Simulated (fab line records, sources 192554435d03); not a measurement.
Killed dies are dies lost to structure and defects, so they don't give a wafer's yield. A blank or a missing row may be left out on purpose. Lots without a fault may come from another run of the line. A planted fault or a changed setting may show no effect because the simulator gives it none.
A struck lot beside a sound one | flow n5_finfet | 15 steps out of a route of 1938
Sound: wafers L150.1, L150.3, L150.4. Struck: wafer L162.3. (L162.4 of the same lot was not struck and is left out.) The cause comes at the end.
At each step with rows: each side's tool, then ch and its chambers, then its first start. Under that, the readings that differ: sound wafers | struck wafers | difference of the means | sigmas: that difference in standard deviations of wafers without a fault.
alike: readings whose means differ by less than 2 such deviations, and words and numbers that are the same on both sides. not compared: withheld readings, readings that some wafer has no value for, bounds like >300 that may hide the same value, and numbers for which the record gives no deviation and whose values overlap.
The two part at a step that has a row with sigmas, a row that says differs or no value, or rows on one side only. Numbers that don't overlap but have no deviation are shown without sigmas and don't part them. A reading that every wafer of one side lacks parts them only if that side has two wafers or more.

first, 7 steps without rows for these wafers: N5_SDB_COAT_04 (time 60 s, resist thk 18 nm); N5_SDB_COAT_05 (resist thk 90 nm); N5_SDB_EBR_07; N5_SDB_SOFTBAKE_06 (time 60 s); N5_SDB_EXPOSE_08 (exposes mask SDB); N5_SDB_PEB_09 (peb time 60 s); N5_SDB_DEVELOP_10 (develop time 30 s).
N5_SDB_CD_MEAS_11: target cd 50 nm.
  sound on cd_sem-01 ch 0, day 4 11:12; struck on cd_sem-01 ch 0, day 7 14:29
  reading    | sound          | struck | difference | sigmas
  cd_nm (nm) | 47.3 47.0 47.9 | 51.0   | +3.6       | +3
N5_SDB_OVL_MEAS_12:
  sound on overlay-02 ch 0, day 4 11:14; struck on overlay-01 ch 0, day 7 14:31
  reading      | sound       | struck | difference | sigmas
  SDB_OVL (nm) | 1.4 1.9 1.5 | -0.2   | -1.8       | -3
N5_SDB_INSPECT_13: inspects for defects (brightfield).
  sound on defect_inspect-02, day 4 11:16; struck on defect_inspect-02, day 7 14:32
  alike: raw_defect_count
N5_SDB_DESCUM_16: chemistry O2, time 7.9 s.
  sound on rie_diel-01 ch 0,2,3, day 4 11:17; struck on rie_diel-02 ch 1, day 7 14:34
  alike: drypump_motor_current_A, oes_product_au, rf_vpp_V, showerhead_plenum_p_Torr, throttle_valve_pct
  not compared: rf_hours_counter_h
N5_SDB_ETCH_17: etches SiARC in CF4, target depth 23.4 nm, time 39 s.
  sound on rie_diel-01 ch 0,2,3, day 4 11:20; struck on rie_diel-02 ch 1, day 7 14:36
  alike: drypump_motor_current_A, etch_rf_on_time_s, oes_product_au, rf_vpp_V, showerhead_plenum_p_Torr, throttle_valve_pct
  not compared: rf_hours_counter_h
N5_SDB_ETCH_18: etches SOC in N2/H2, target depth 100 nm, overetch 20 nm, time 150 s.
  sound on rie_diel-01 ch 0,2,3, day 4 11:22; struck on rie_diel-02 ch 1, day 7 14:38
  reading                                | sound        | struck | difference | sigmas
  model.SiARC_of_SDB_COAT_04.thk_nm (nm) | 12.6 13 12.8 | 11.6   | -1.2       |
  alike: drypump_motor_current_A, oes_product_au, rf_vpp_V, showerhead_plenum_p_Torr, throttle_valve_pct
  not compared: rf_hours_counter_h
then, 1 step without rows for these wafers: N5_SDB_STRIP_19 (strips in N2/H2).
-- the record jumps here: 5 days lie between the struck wafers' starts before and after (it left off in module SDB and takes up again in module BEOL_M4, whose first step shown is number 1111 of the route) --
N5_BEOL_M4_RC_MEAS_101:
  sound on prober-02 ch 0, day 8 13:29; struck on prober-02 ch 0, day 12 06:32
  alike: DIBL_N, DIBL_P, IOFF_N, IOFF_P, ION_N, ION_P, SS_N, SS_P, VT_N, VT_P

WHERE THEY PART
First at N5_SDB_CD_MEAS_11; last, within this record, at N5_SDB_OVL_MEAS_12. Later steps at which nothing parts them and some readings are alike: N5_SDB_INSPECT_13, N5_SDB_DESCUM_16, N5_SDB_ETCH_17, N5_SDB_ETCH_18, N5_BEOL_M4_RC_MEAS_101.

WHY: what the simulator had put in
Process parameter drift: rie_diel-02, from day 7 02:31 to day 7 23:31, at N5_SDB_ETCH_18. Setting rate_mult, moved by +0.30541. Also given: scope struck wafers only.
